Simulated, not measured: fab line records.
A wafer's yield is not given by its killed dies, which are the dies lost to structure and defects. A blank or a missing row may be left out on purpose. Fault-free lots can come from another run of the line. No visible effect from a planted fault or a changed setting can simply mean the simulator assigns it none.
The tool behind it: which one? :: flow nandHarc :: at 1 step of a route of 1159, 13 lots with 39 wafers sampled

WHAT EACH GAUGE READ, for each wafer
NHARC_A_M1_CD_MEAS_09 targets a cd of 120 nm. Usual: cdNm 120.0 nm, standard deviation 0.53.
lot: L155
measured: day 18 16:31
on: cdSem-03
cdNm (nm): 120.6 120.2 121.2
flag: 

lot: L157
measured: day 18 16:41
on: cdSem-02
cdNm (nm): 119.8 119.1 120.4
flag: 

lot: L159
measured: day 19 06:38
on: cdSem-01
cdNm (nm): 120.7 121.1 121.1
flag: 

lot: L158
measured: day 19 11:10
on: cdSem-03
cdNm (nm): 119.2 119.5 118.9
flag: 

lot: L161
measured: day 20 04:37
on: cdSem-02
cdNm (nm): 119.9 119.7 119.1
flag: 

lot: L163
measured: day 20 08:55
on: cdSem-01
cdNm (nm): 120.2 120.1 119.5
flag: 

lot: L166
measured: day 20 23:29
on: cdSem-02
cdNm (nm): 121.2 120.0 120.0
flag: 

lot: L167
measured: day 21 00:18
on: cdSem-02
cdNm (nm): 120.5 120.0 119.9
flag: 

lot: L169
measured: day 21 17:18
on: cdSem-02
cdNm (nm): 119.8 119.5 119.2
flag: 

lot: L173
measured: day 22 21:10
on: cdSem-01
cdNm (nm): 119.9 120.1 120.1
flag: 

lot: L175
measured: day 22 23:13
on: cdSem-01
cdNm (nm): 120.1 120.2 119.7
flag: 

lot: L174
measured: day 23 01:55
on: cdSem-02
cdNm (nm): 121.0 121.0 120.2
flag: 

lot: L176
measured: day 23 07:39
on: cdSem-03
cdNm (nm): 120.5 120.0 120.0
flag: 

TOOL THAT RAN EACH LOT (tool first, then ch and the chambers of the sampled wafers, then the start)
The record shows no process step preceding these readings.

AS READ BY THE TOOLS THEMSELVES (means over the sampled wafers that have a number; for cases with no such wafer, the mark the record gives instead)
The record holds no such reading with a usual standard deviation.

THE ANSWER, worked out from the rows above alone
Rule: a lot is off if the mean of its wafers that have a number lies more than 3 standard deviations from the usual mean. Also off: a lot with no number at a reading for which 4 or more lots have one. Where the step has rows for the other lots, those lots are counted as sound. The gauges are gone through in route order, then the tools' own readings, and for those a lot's mean is taken as printed above. At the first step where some lot is off, the reading lying furthest off is the one used; lots without a number count as furthest.
Across all readings shown, no lot is off: no conclusion can be drawn from this.

WHAT THE SIMULATOR HAD PUT IN
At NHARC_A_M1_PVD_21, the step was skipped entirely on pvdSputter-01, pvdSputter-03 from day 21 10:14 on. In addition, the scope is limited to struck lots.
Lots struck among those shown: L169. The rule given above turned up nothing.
